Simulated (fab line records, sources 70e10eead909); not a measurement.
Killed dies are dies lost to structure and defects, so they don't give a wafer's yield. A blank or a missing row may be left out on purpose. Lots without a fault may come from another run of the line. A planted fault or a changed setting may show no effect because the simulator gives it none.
fab line records | flow nand_harc
record lots=6 wafers=18 last_day=33
route steps=1302 shown A_CONTACT@1103 A_BLC@1107 END@1302
lots that met no fault: from a run of the same line without faults
start_h: hours from the record's first day to the start of the lot's first wafer shown | wait_h: hours since the lot's step before | " the same as in the row above | L1.1+2: a row that stands for several wafers | - no value, or no start given | * or withheld: withheld | < > ~ a bound
route shown NAME@n: a module of which the file shows steps, and the number in the route of the first | usual: mean/standard deviation of fault-free wafers | same: alike in all rows | chamber/n: place in a boat | sites: the reading at each site | _std_site: their standard deviation | _edge_site: outer sites' mean less inner sites' | radius_mm: how far each site lies from the wafer's centre | mask NAME#n: copy n | behind: the tool/chamber that last shaped the wafer | hold: why the lot was held/for how many hours/how that ended | device: the transistor (n, p or np) that didn't switch | end of line: the same wafers' tests at the end of the route | a step without rows: its recipe alone | killed: dies lost to structure and defects at the first sort, not the wafer's yield | map: a wafer's dies, x killed, . not, _ none there
set.NAME: the setting as run; set.NAME@STEP: as run at that earlier step | model.NAME: the simulator's own value behind a step, which no gauge read
lots at some steps of the route; a table a step, a row a wafer
services: from which hour (start_h, from the record's first day; less than 0 if before it) a tool's chamber was out of use, for how many hours, and why
## steps
# step NHARC_A_CONTACT_CMP_20
# recipe t_overpolish_s=30 target_thk_nm=300
# usual motor_current_A=11.3/0.94 overpolish_run_s=30.000/0.009 slurry_filter_dp_kPa=13.49/0.13 time_to_endpoint_s=59/3.1
# columns lot.wafer tool chamber start_h wait_h motor_current_A overpolish_run_s slurry_filter_dp_kPa time_to_endpoint_s
L816.1 cmp-02 1 532.80 0.8 12.2 30.003 13.44 60
L816.6 " 0 " " 11.1 30.002 13.42 58
L816.5 " 1 " " 12.4 29.995 13.63 64
L823.2 cmp-02 1 590.63 0.6 11.9 30.004 13.49 59
L823.3 " 0 " " 10.9 30.005 13.36 55
L823.5 " 2 " " 10.3 30.013 13.54 57
L831.1 cmp-03 3 699.13 0.6 11.7 30.006 13.56 57
L831.3 " 1 " " 12.2 30.002 13.47 55
L831.2 " 2 " " 11.4 30.011 13.41 58
L835.4 cmp-04 3 715.48 0.5 13.6 29.992 13.73 59
L835.3 " 1 " " 11.0 30.010 13.44 59
L835.1 " 2 " " 9.7 30.003 13.63 61
L837.3 cmp-04 1 728.44 0.5 11.2 29.991 13.52 61
L837.4 " 3 " " 13.3 30.000 13.25 64
L837.2 " 0 " " 10.6 29.993 13.54 63
L838.3 cmp-03 3 743.24 0.4 10.8 29.993 13.39 51
L838.4 " 0 " " 9.3 29.999 13.51 54
L838.5 " 3 " " 11.2 30.001 13.68 53
# step NHARC_A_CONTACT_SRD_22
# step NHARC_A_CONTACT_INSPECT_23
# usual raw_defect_count=517/140
# columns lot.wafer tool chamber start_h wait_h raw_defect_count
L816.1 defect_inspect-02 - 533.18 0.1 339
L816.5 " - " " 423
L816.6 " - " " 417
L823.2 defect_inspect-01 - 591.03 0.1 1030
L823.3 " - " " 664
L823.5 " - " " 468
L831.1 defect_inspect-02 - 699.53 0.1 324
L831.2 " - " " 460
L831.3 " - " " 383
L835.1 defect_inspect-02 - 715.89 0.1 410
L835.3 " - " " 379
L835.4 " - " " 525
L837.2 defect_inspect-02 - 728.85 0.1 419
L837.3 " - " " 438
L837.4 " - " " 711
L838.3 defect_inspect-01 - 743.62 0.1 603
L838.4 " - " " 539
L838.5 " - " " 808
# step NHARC_A_BLC_DEHYDRATE_00
# recipe temp_c=150 time_s=120
# step NHARC_A_BLC_HMDS_01
# recipe time_s=30
# step NHARC_A_BLC_COAT_02
# recipe temp_c=260 time_s=75
# step NHARC_A_BLC_COAT_03
# recipe temp_c=225 time_s=65
# step NHARC_A_BLC_COAT_04
# recipe spin_rpm=1500 resist_thk_nm=90
# step NHARC_A_BLC_SOFTBAKE_05
# recipe temp_c=105 time_s=55
# step NHARC_A_BLC_EBR_06
# step NHARC_A_BLC_EXPOSE_07
# recipe na=1.35 target_cd_nm=100 dose_mj=67.97 mask_id=A_BLC
# step NHARC_A_BLC_PEB_08
# recipe peb_temp_c=100 peb_time_s=65
# usual heater_power_total_W=156.6/0.43
# columns lot.wafer tool chamber start_h wait_h heater_power_total_W
L816.1 litho_track-04 0 533.48 0.1 157.1
L816.5 " 0 " " 156.4
L816.6 " 0 " " 156.0
L823.2 litho_track-06 0 591.34 0.1 156.8
L823.3 " 0 " " 156.0
L823.5 " 0 " " 156.2
L831.1 litho_track-06 0 699.96 0.1 186.1
L831.2 " 0 " " 186.2
L831.3 " 0 " " 185.8
L835.1 litho_track-06 0 716.19 0.1 185.8
L835.3 " 0 " " 186.1
L835.4 " 0 " " 187.2
L837.2 litho_track-01 0 729.28 0.1 157.1
L837.3 " 0 " " 157.1
L837.4 " 0 " " 156.9
L838.3 litho_track-04 0 744.04 0.0 156.1
L838.4 " 0 " " 156.3
L838.5 " 0 " " 156.0
# step NHARC_A_BLC_DEVELOP_09
# recipe develop_time_s=35 dev_temp_c=23
# step NHARC_A_BLC_CD_MEAS_10
# recipe target_cd_nm=100 landing_energy_ev=500
# usual cd_nm=99.9/0.49
# columns lot.wafer tool chamber start_h wait_h cd_nm
L816.1 cd_sem-03 0 533.56 - 99.7
L816.5 " 0 " " 100.1
L816.6 " 0 " " 99.2
L823.2 cd_sem-02 0 591.42 - 99.5
L823.3 " 0 " " 99.7
L823.5 " 0 " " 99.7
L831.1 cd_sem-01 0 700.05 - 88.6
L831.2 " 0 " " 88.6
L831.3 " 0 " " 87.4
L835.1 cd_sem-01 0 716.27 - 88.4
L835.3 " 0 " " 88.5
L835.4 " 0 " " 88.4
L837.2 cd_sem-01 0 729.36 - 100.0
L837.3 " 0 " " 100.4
L837.4 " 0 " " 99.2
L838.3 cd_sem-01 0 744.13 - 99.1
L838.4 " 0 " " 100.7
L838.5 " 0 " " 100.4
# step NHARC_A_BLC_OVL_MEAS_11
# usual overlay_x_nm=0.1/0.91 overlay_y_nm=-0.1/0.86
# columns lot.wafer tool chamber start_h wait_h overlay_x_nm overlay_y_nm
L816.1 overlay-01 - 533.65 - 1.6 -0.8
L816.5 " - " " 1.7 -0.5
L816.6 " - " " 1.5 -0.9
L823.2 overlay-02 - 591.50 - -0.9 0.2
L823.3 " - " " -1.2 -0.1
L823.5 " - " " -0.5 0.4
L831.1 overlay-02 - 700.14 - -0.8 0.0
L831.2 " - " " -0.5 -0.3
L831.3 " - " " 0.1 0.4
L835.1 overlay-01 - 716.36 - 0.4 -0.5
L835.3 " - " " 0.9 -0.1
L835.4 " - " " 0.7 -0.1
L837.2 overlay-02 - 729.44 - 1.2 0.5
L837.3 " - " " 1.7 -0.1
L837.4 " - " " 1.3 0.2
L838.3 overlay-02 - 744.21 - -0.9 -0.6
L838.4 " - " " -0.6 -0.8
L838.5 " - " " -1.2 -0.4
# step NHARC_A_BLC_INSPECT_12
# usual raw_defect_count=81/31
# columns lot.wafer tool chamber start_h wait_h raw_defect_count
L816.1 defect_inspect-01 - 533.69 0.0 97
L816.5 " - " " 103
L816.6 " - " " 120
L823.2 defect_inspect-02 - 591.54 0.0 77
L823.3 " - " " 65
L823.5 " - " " 82
L831.1 defect_inspect-02 - 700.17 0.0 52
L831.2 " - " " 64
L831.3 " - " " 46
L835.1 defect_inspect-02 - 716.39 0.0 107
L835.3 " - " " 120
L835.4 " - " " 124
L837.2 defect_inspect-02 - 729.48 0.0 74
L837.3 " - " " 92
L837.4 " - " " 92
L838.3 defect_inspect-02 - 744.25 0.0 76
L838.4 " - " " 61
L838.5 " - " " 89
# step NHARC_A_BLC_DESCUM_15
# recipe time_s=3 o2_flow_sccm=200 ar_flow_sccm=0 bias_power_w=0 chemistry=O2
# usual drypump_motor_current_A=5.6/0.43 oes_product_au=0.999/0.0081 rf_vpp_V=57.7/0.86 showerhead_plenum_p_Torr=1.91/0.079 throttle_valve_pct=11.312/0.0099
# columns lot.wafer tool chamber start_h wait_h drypump_motor_current_A oes_product_au rf_hours_counter_h rf_vpp_V showerhead_plenum_p_Torr throttle_valve_pct model.A_BLC.cd_nm
L816.1 rie_diel-11 2 533.76 0.1 6.6 0.990 7 57.9 1.77 11.306 99.37
L816.5 " 1 " " 5.7 0.996 - 57.1 1.92 11.308 100.1
L816.6 " 2 " " 6.6 1.002 - 57.3 1.77 11.311 98.65
L823.2 rie_diel-06 2 591.62 0.1 5.0 0.997 9 58.0 2.02 11.300 100.1
L823.3 " 3 " " 5.8 1.011 9 58.1 1.85 11.316 100
L823.5 " 0 " " 5.3 1.003 - 56.7 1.92 11.304 100.3
L831.2 rie_diel-11 2 700.24 0.1 6.6 0.990 6 56.7 1.77 11.321 89.33
L831.3 " 3 " " 5.3 0.986 6 59.6 2.01 11.304 87.2
L831.1 " 0 " " 5.7 1.000 6 58.1 1.86 11.332 87.81
L835.1 rie_diel-06 3 716.45 0.1 5.8 0.992 4 58.2 1.84 11.319 87.84
L835.4 " 0 " " 5.3 1.010 4 57.3 1.91 11.296 88.5
L835.3 " 2 " " 5.0 0.997 3 58.2 2.02 11.314 88.16
L837.2 rie_diel-06 0 729.54 0.1 5.3 1.010 5 57.8 1.91 11.308 99.84
L837.3 " 1 " " 5.6 1.013 5 58.6 1.95 11.326 99.86
L837.4 " 3 " " 5.7 0.993 5 57.4 1.84 11.308 99.27
L838.4 rie_diel-11 3 744.31 0.1 5.3 0.996 9 57.5 2.01 11.301 100.5
L838.3 " 1 " " 5.7 1.009 8 58.1 1.91 11.302 98.95
L838.5 " 3 " " 5.2 0.995 - 56.5 2.01 11.304 99.42
# step NHARC_A_BLC_ETCH_16
# recipe target_depth_a=390 over_etch_frac=0.3 time_s=65 ion_energy_ev=80 cf4_flow_sccm=150 ar_flow_sccm=0 rf_w=300 bias_w=100 chemistry=CF4
# usual drypump_motor_current_A=5.6/0.44 oes_product_au=0.999/0.0074 rf_vpp_V=151.2/1.2 showerhead_plenum_p_Torr=1.77/0.069 throttle_valve_pct=13.285/0.0094
# columns lot.wafer tool chamber start_h wait_h drypump_motor_current_A oes_product_au rf_hours_counter_h rf_vpp_V showerhead_plenum_p_Torr throttle_valve_pct
L816.1 rie_diel-11 2 533.85 0.1 6.6 0.996 7 149.8 1.65 13.307
L816.5 " 3 " " 5.3 0.993 - 152.1 1.86 13.268
L816.6 " 0 " " 5.7 0.996 - 150.8 1.72 13.309
L823.2 rie_diel-06 3 591.69 0.1 5.7 1.005 9 152.0 1.71 13.276
L823.3 " 2 " " 5.0 0.990 9 153.0 1.86 13.285
L823.5 " 0 " " 5.3 1.002 - 152.8 1.77 13.290
L831.1 rie_diel-11 3 700.32 0.1 5.2 0.996 6 153.9 1.85 13.281
L831.3 " 0 " " 5.7 1.000 6 150.6 1.72 13.275
L831.2 " 1 " " 5.7 0.990 6 150.1 1.77 13.273
L835.3 rie_diel-06 2 716.54 0.1 5.0 0.993 3 152.7 1.86 13.277
L835.4 " 3 " " 5.8 0.988 4 149.5 1.71 13.283
L835.1 " 0 " " 5.3 1.015 4 149.5 1.77 13.274
L837.4 rie_diel-06 1 729.63 0.1 5.6 1.015 5 151.4 1.80 13.285
L837.2 " 2 " " 5.0 0.987 4 151.3 1.86 13.277
L837.3 " 0 " " 5.3 1.008 5 151.7 1.77 13.290
L838.3 rie_diel-11 1 744.40 0.1 5.6 1.004 8 153.0 1.77 13.285
L838.4 " 2 " " 6.6 1.003 8 150.7 1.64 13.287
L838.5 " 0 " " 5.7 0.993 - 150.4 1.72 13.272
# step NHARC_A_BLC_ETCH_17
# recipe target_depth_a=3900 over_etch_frac=0.25 time_s=609.38 ion_energy_ev=200 n2_flow_sccm=150 h2_flow_sccm=150 ar_flow_sccm=0 rf_w=400 bias_w=150 chemistry=N2/H2
# usual drypump_motor_current_A=5.6/0.43 oes_product_au=0.998/0.0075 rf_vpp_V=430.5/2.5 showerhead_plenum_p_Torr=2.04/0.09 throttle_valve_pct=14.172/0.0093
# columns lot.wafer tool chamber start_h wait_h drypump_motor_current_A oes_product_au rf_hours_counter_h rf_vpp_V showerhead_plenum_p_Torr throttle_valve_pct
L816.1 rie_diel-11 1 - - 5.7 0.995 6 429.5 2.04 14.176
L816.5 " 3 " " 5.3 0.988 - 433.9 2.15 14.168
L816.6 " 0 " " 5.8 1.010 - 429.0 1.98 14.159
L823.2 rie_diel-06 3 - - 5.8 1.017 9 428.7 1.97 14.164
L823.3 " 1 " " 5.6 1.010 8 433.3 2.09 14.171
L823.5 " 2 " " 5.0 1.001 - 432.8 2.16 14.174
L831.1 rie_diel-11 2 - - 6.5 0.988 6 426.6 1.88 14.162
L831.3 " 0 " " 5.7 0.998 6 430.4 1.98 14.183
L831.2 " 1 " " 5.7 0.991 6 433.3 2.04 14.177
L835.1 rie_diel-06 0 - - 5.3 0.999 4 428.8 2.04 14.168
L835.4 " 1 " " 5.6 0.997 4 430.9 2.08 14.163
L835.3 " 2 " " 5.0 0.986 3 433.6 2.15 14.174
L837.3 rie_diel-06 2 - - 5.0 0.994 4 433.3 2.15 14.166
L837.2 " 0 " " 5.3 1.014 5 429.8 2.04 14.172
L837.4 " 1 " " 5.6 0.998 5 432.1 2.08 14.170
L838.3 rie_diel-11 3 - - 5.3 0.993 9 434.5 2.15 14.174
L838.4 " 0 " " 5.7 0.997 9 427.9 1.98 14.172
L838.5 " 0 " " 5.7 0.996 - 428.2 1.98 14.157
# step NHARC_A_BLC_ETCH_18
# recipe target_depth_a=9100 c4f8_flow_sccm=20 o2_flow_sccm=10 ar_flow_sccm=withheld rf_w=600 bias_w=1500 chemistry=C4F8/O2/Ar
# usual oes_product_au=0.951/0.023 rf_vpp_V=978/5.5
# columns lot.wafer tool chamber start_h wait_h oes_product_au rf_hours_counter_h rf_vpp_V model.A_BLC.cd_nm
L816.1 rie_diel-11 3 - - 0.983 7 985 98.46
L816.5 " 1 " " 0.965 - 978 101.8
L816.6 " 2 " " 0.972 - 967 98.12
L823.3 rie_diel-06 0 - - 0.919 8 977 99.93
L823.2 " 1 " " 0.922 8 980 98.32
L823.5 " 3 " " 0.917 - 975 99.9
L831.1 rie_diel-11 1 - - 0.922 6 978 88.71
L831.2 " 2 " " 0.921 7 968 87.29
L831.3 " 3 " " 0.916 7 986 86.37
L835.3 rie_diel-06 1 - - 0.981 4 982 87.42
L835.4 " 3 " " 0.954 4 974 87.42
L835.1 " 0 " " 0.972 4 979 88.63
L837.4 rie_diel-06 2 - - 0.966 5 984 97.96
L837.3 " 3 " " 0.974 5 973 98.55
L837.2 " 0 " " 0.981 6 978 99.68
L838.4 rie_diel-11 3 - - 0.920 9 985 100.3
L838.3 " 0 " " 0.927 9 975 100.4
L838.5 " 2 " " 0.910 - 968 100.7
# step NHARC_A_BLC_CD_MEAS_19
# usual cd_nm=99.7/1.5
# columns lot.wafer tool chamber start_h wait_h cd_nm
L816.1 cd_sem-02 - 534.71 - 98.5
L816.5 " - " " 101.7
L816.6 " - " " 98.2
L823.2 cd_sem-03 - 592.57 - 98.1
L823.3 " - " " 100.0
L823.5 " - " " 100.6
L831.1 cd_sem-02 - 701.21 - 88.6
L831.2 " - " " 87.5
L831.3 " - " " 86.4
L835.1 cd_sem-01 - 717.42 - 88.6
L835.3 " - " " 86.9
L835.4 " - " " 87.7
L837.2 cd_sem-03 - 730.51 - 99.9
L837.3 " - " " 98.5
L837.4 " - " " 98.4
L838.3 cd_sem-02 - 745.27 - 100.1
L838.4 " - " " 100.3
L838.5 " - " " 100.6
# step NHARC_END_SORT_01
# recipe temp_c=25
# usual killed_at_array=52/16 killed_at_other=0.8/1.1 killed_at_periphery=4.2/2.5 killed_dies=57/16 killed_open=3.4/2 killed_short=2.6/1.6
# same gross_dies=677
# columns lot.wafer tool chamber start_h wait_h killed_at_array killed_at_other killed_at_periphery killed_dies killed_open killed_short
L823.2 prober-02 0 635.10 2.8 45 2 4 51 6 2
L823.3 prober-02 0 635.89 3.1 55 2 3 60 1 3
L831.1 prober-01 0 742.92 2.5 58 1 7 66 2 2
L831.2 prober-01 0 743.73 2.8 72 4 3 79 4 4
L831.3 prober-01 0 744.53 3.1 59 3 4 66 2 3
L835.1 prober-01 0 769.28 2.5 84 1 1 86 4 1
L835.3 prober-01 0 770.88 3.1 84 1 4 89 4 2
L835.4 prober-01 0 771.68 3.4 81 4 6 91 4 3
# killed by level:class
L823.2 A_CHANNEL_HOLE_D1:chamber_film_flake=18 A_CHANNEL_HOLE_D2:chamber_film_flake=15 A_CHANNEL_FILL_D1:geometric_particle:open=2 A_WL_FILL:geometric_particle:short=2 A_WL_FILL:geometric_particle:open=2 P_STI:chamber_film_flake=2 A_CONTACT:chamber_film_flake=2 THIN_TSV:chamber_film_flake=2
L823.3 A_CHANNEL_HOLE_D1:chamber_film_flake=31 A_CHANNEL_HOLE_D2:chamber_film_flake=9 A_STAIRCASE:chamber_film_flake=5 A_CONTACT:chamber_film_flake=3 P_M2:chamber_film_flake=2 THIN_TSV:chamber_film_flake=2 A_CHANNEL_FILL_D1:geometric_particle:short=1 A_ONON_D2:geometric_particle:short=1
L831.1 A_BLC:area_peb=20 A_CHANNEL_HOLE_D2:chamber_film_flake=15 A_CHANNEL_HOLE_D1:chamber_film_flake=7 A_SLIT:chamber_film_flake=4 A_CONTACT:chamber_film_flake=3 P_STI:chamber_film_flake=2 P_GATE:chamber_film_flake=2 P_M2:chamber_film_flake=2
L831.2 A_CHANNEL_HOLE_D2:chamber_film_flake=21 A_BLC:area_peb=21 A_CHANNEL_HOLE_D1:chamber_film_flake=8 A_SLIT:chamber_film_flake=7 THIN_TSV:chamber_film_flake=4 A_SGD_CUT:chamber_film_flake=3 A_CONTACT:chamber_film_flake=3 P_M0:geometric_particle:open=2
L831.3 A_BLC:area_peb=27 A_CHANNEL_HOLE_D2:chamber_film_flake=11 A_CHANNEL_HOLE_D1:chamber_film_flake=7 A_SGD_CUT:chamber_film_flake=4 A_SLIT:chamber_film_flake=3 A_CHANNEL_FILL_D1:chamber_film_flake=2 THIN_TSV:chamber_film_flake=2 P_CONTACT:geometric_particle:open=1
L835.1 A_BLC:area_peb=28 A_SLIT:chamber_film_flake=21 A_CHANNEL_HOLE_D2:chamber_film_flake=16 A_CHANNEL_HOLE_D1:chamber_film_flake=5 A_CONTACT:chamber_film_flake=5 A_CHANNEL_FILL_D1:chamber_film_flake=2 A_CHANNEL_HOLE_D2:geometric_particle:open=1 P_ZERO_WELL:chamber_film_flake=1
L835.3 A_SLIT:chamber_film_flake=24 A_CHANNEL_HOLE_D2:chamber_film_flake=20 A_BLC:area_peb=16 A_CHANNEL_HOLE_D1:chamber_film_flake=11 A_CONTACT:chamber_film_flake=5 A_STAIRCASE:chamber_film_flake=3 A_M0:geometric_particle:open=2 P_GATE:chamber_film_flake=2
L835.4 A_SLIT:chamber_film_flake=30 A_CHANNEL_HOLE_D2:chamber_film_flake=18 A_BLC:area_peb=11 A_CHANNEL_HOLE_D1:chamber_film_flake=9 A_STAIRCASE:chamber_film_flake=3 A_CONTACT:chamber_film_flake=3 THIN_TSV:chamber_film_flake=3 P_CONTACT:geometric_particle:open=2
## services
# columns tool chamber start_h hours kind
cmp-02 - 510.12 2.3 repair
cmp-02 - 526.51 4.0 pm
litho_track-06 - 529.00 7.0 pm
rie_diel-11 1 535.49 10.5 repair
litho_track-04 - 553.00 7.0 pm
cmp-03 - 554.08 4.0 pm
cmp-02 - 581.55 3.5 repair
rie_diel-11 1 593.45 16.5 repair
cmp-04 - 601.11 4.0 pm
rie_diel-11 - 609.50 9.0 pm
cmp-04 - 619.26 0.5 repair
cmp-02 - 624.51 4.0 pm
cmp-04 - 633.08 0.3 repair
cmp-02 - 636.79 2.4 repair
cmp-03 - 652.08 4.0 pm
cmp-03 - 658.86 0.5 repair
rie_diel-06 2 659.73 17.2 repair
rie_diel-06 - 661.29 9.0 pm
cmp-04 - 661.96 3.1 repair
cmp-02 - 661.99 4.9 repair
cmp-04 - 699.18 4.0 pm
cmp-03 - 700.65 2.5 repair
litho_track-06 - 704.00 7.0 pm
rie_diel-11 0 706.29 13.6 repair
## key
first_sign step=NHARC_A_BLC_PEB_08 reading=heater_power_total_W direction=up sigmas=68 usual=* struck=*
effect step=NHARC_A_BLC_CD_MEAS_10 reading=cd_nm direction=down sigmas=24 usual=99.9 struck=88.3
effect step=NHARC_A_BLC_CD_MEAS_19 reading=cd_nm direction=down sigmas=8.1 usual=99.7 struck=87.6
model_effect step=NHARC_A_BLC_DESCUM_15 value=A_BLC.cd_nm without=99.86 struck=88.14
model_effect step=NHARC_A_BLC_ETCH_18 value=A_BLC.cd_nm without=99.36 struck=87.64
met_at NHARC_A_BLC_PEB_08
struck_wafers L831.1,L831.2,L831.3,L835.1,L835.3,L835.4
tester_left_out L831,L835
onset_between 591.34 699.96
fault kind=process_parameter_drift tool=litho_track-06 chamber=- onset_h=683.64 steps=NHARC_A_BLC_PEB_08 channel=peb_time_s offset=* shape=step end_h=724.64 acts_in=* stated=*
# tester_left_out: of these lots the tester's yield and bins aren't shown, on N5 and GAA mostly nor the transistor test; their killed dies are dies lost to structure and defects alone, not to doping, threshold or leakage, so they don't give the yield
